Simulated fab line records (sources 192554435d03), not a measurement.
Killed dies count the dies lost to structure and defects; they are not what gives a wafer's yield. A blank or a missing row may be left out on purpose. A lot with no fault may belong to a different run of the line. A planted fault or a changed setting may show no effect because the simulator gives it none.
Problem report, 8D (eight disciplines) form, completed by code ; flow n5-finfet ; the parts of the form that need people (team, actions taken, sign-off) are left out

1. WHAT WENT WRONG
Mean of rf-fwd-power-W at N5_DUMMY_GATE_ETCH_37: 631.5 W across 6 wafers in 2 lots; on wafers with no fault it is 831.6 W (standard deviation 2.8). Relative to the usual mean, that is a shift of -71 standard deviations.
The step: etches SOC in N2/H2, target depth 60 nm, overetch 30 nm.
Earliest sighting: wafer L245.1 on rie-diel-02 at day 7 00:04. Wafers with a number at this step in the record: 18, from 6 lots. Rule for "out" (also "out of limits"): further than 4 standard deviations from the usual mean. The other wafers with a number count as sound.

2. WHAT IT IS; WHAT IT IS NOT
question;is;is not
which readings at this step;rf-fwd-power-W, rf-vpp-V;drypump-motor-current-A, oes-product-au, showerhead-plenum-p-Torr, throttle-valve-pct
which lots;L245, L247;L229, L234, L249, L251
which wafers of those lots;all that have a number;-
read on which tools;rie-diel-02;rie-diel-01, rie-diel-03
when;from day 7 00:04;"up to then (6 sound wafers); but 6 sound wafers of L249, L251 came after"

3. SUSPECTS, AND WHAT RULES EACH OUT
Counting: a tool at any process step up to the reading remains a suspect when it ran all the lots that are out and ran no sound lot after the first of those.
- rie-diel-02 at N5_DUMMY_GATE_DESCUM_20 (chemistry O2, time 6.2 s): kept. All lots that are out passed through it, beginning with L245 at day 6 23:55, and no sound lot followed; its final sound lot before that point was L234 at day 4 04:31.
- rie-diel-02 at N5_DUMMY_GATE_ETCH_29 (etches underlayer in N2/H2, target depth 13 nm): kept. All lots that are out passed through it, beginning with L245 at day 6 23:59, and no sound lot followed; its final sound lot before that point was L234 at day 4 04:35.
- rie-diel-02 at N5_DUMMY_GATE_ETCH_36 (etches SiARC in CF4, target depth 13 nm): kept. All lots that are out passed through it, beginning with L245 at day 7 00:01, and no sound lot followed; its final sound lot before that point was L234 at day 4 04:37.
- rie-diel-02 at N5_DUMMY_GATE_ETCH_37 (etches SOC in N2/H2, target depth 60 nm, overetch 30 nm): kept. All lots that are out passed through it, beginning with L245 at day 7 00:04, and no sound lot followed; its final sound lot before that point was L234 at day 4 04:40. On those wafers its own readings are out: rf-fwd-power-W, rf-vpp-V.
Left after counting: rie-diel-02 at N5_DUMMY_GATE_DESCUM_20, rie-diel-02 at N5_DUMMY_GATE_ETCH_29, rie-diel-02 at N5_DUMMY_GATE_ETCH_36, rie-diel-02 at N5_DUMMY_GATE_ETCH_37.

4. THE CAUSE (what the simulator had put in)
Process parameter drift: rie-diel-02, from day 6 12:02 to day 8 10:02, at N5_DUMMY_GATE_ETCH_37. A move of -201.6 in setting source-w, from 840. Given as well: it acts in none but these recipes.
Counting left 4 suspects, and this tool is among them.

5. SEQUENCE OF EFFECTS, ordered by route
Rows list readings where the struck wafers' mean (over those with a number) sits beyond 3 standard deviations from the usual. Scope: only readings with a usual standard deviation given in the record; hours: median across lots of the time from each lot's start at the first step in this table that gives one to its start at this step; sigmas: change in usual standard deviations.
hours;step;reading;usual;on struck wafers;change;sigmas
0;N5_DUMMY_GATE_ETCH_37;rf-fwd-power-W;831.6 W;631.5;-200.1;-71
0;N5_DUMMY_GATE_ETCH_37;rf-vpp-V;523.7 V;573.6;+49.9;+18
Process steps it contains:
- N5_DUMMY_GATE_ETCH_37: etches SOC in N2/H2, target depth 60 nm, overetch 30 nm.
Later measuring or inspecting steps at which every struck wafer that the step has a row for has a number for every such reading, and none has moved that far: N5_BEOL_M4_RC_MEAS_101.

6. WHAT WOULD HAVE CAUGHT IT SOONER
12 hours passed between the start of the fault at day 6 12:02 and the first reading out of limits in this record, taken at day 7 00:04.
